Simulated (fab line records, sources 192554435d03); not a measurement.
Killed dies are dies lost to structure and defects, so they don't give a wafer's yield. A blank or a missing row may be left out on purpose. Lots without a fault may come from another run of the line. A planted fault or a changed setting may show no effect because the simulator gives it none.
Chamber matching | flow n5_finfet | N5_BEOL_M13_VIA_ETCH_16 on rie_diel-04: 3 sister chambers
The step etches SiOC in C4F8/O2/Ar, target depth 921.7 nm. 3 wafers are shown with their chamber, then 8 later ones without.

WAFERS WITH THEIR CHAMBER
wafer  | chamber | showerhead_plenum_p_Torr (Torr)
L582.4 | 0       | 3.49
L582.6 | 3       | 3.34
L586.4 | 1       | 3.46

WAFERS WITHOUT THEIR CHAMBER
wafer  | showerhead_plenum_p_Torr (Torr)
L586.6 | 3.49
L583.4 | 3.46
L583.5 | 3.46
L583.6 | 3.49
L584.2 | 3.48
L584.4 | 3.33
L585.2 | 3.46
L585.6 | 3.46

WHICH CHAMBER EACH WENT THROUGH
wafer  | from the rows above     | in truth
L586.6 | 0                       | 0
L583.4 | 1                       | 1
L583.5 | 1                       | 1
L583.6 | 0                       | 0
L584.2 | can't be placed: 0 or 1 | 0
L584.4 | 3                       | 3
L585.2 | 1                       | 1
L585.6 | 1                       | 1
Placed correctly: 7 of 8. Can't be placed from these rows: 1 (the true chamber is among the candidates in 1). Placed wrongly: 0.
How it was worked out, from the rows above alone: a wafer's distance from a chamber is the root of the sum, over the readings, of the square of ((its reading less the chamber's mean) divided by the reading's scatter). The wafer belongs to the nearest chamber; if the next one is less than 2 further off, it can't be placed. A chamber's mean is the mean of its shown wafers. The scatter: with one shown wafer a chamber, the root of the mean of the squares of how far each hidden wafer lies from its nearest shown one.
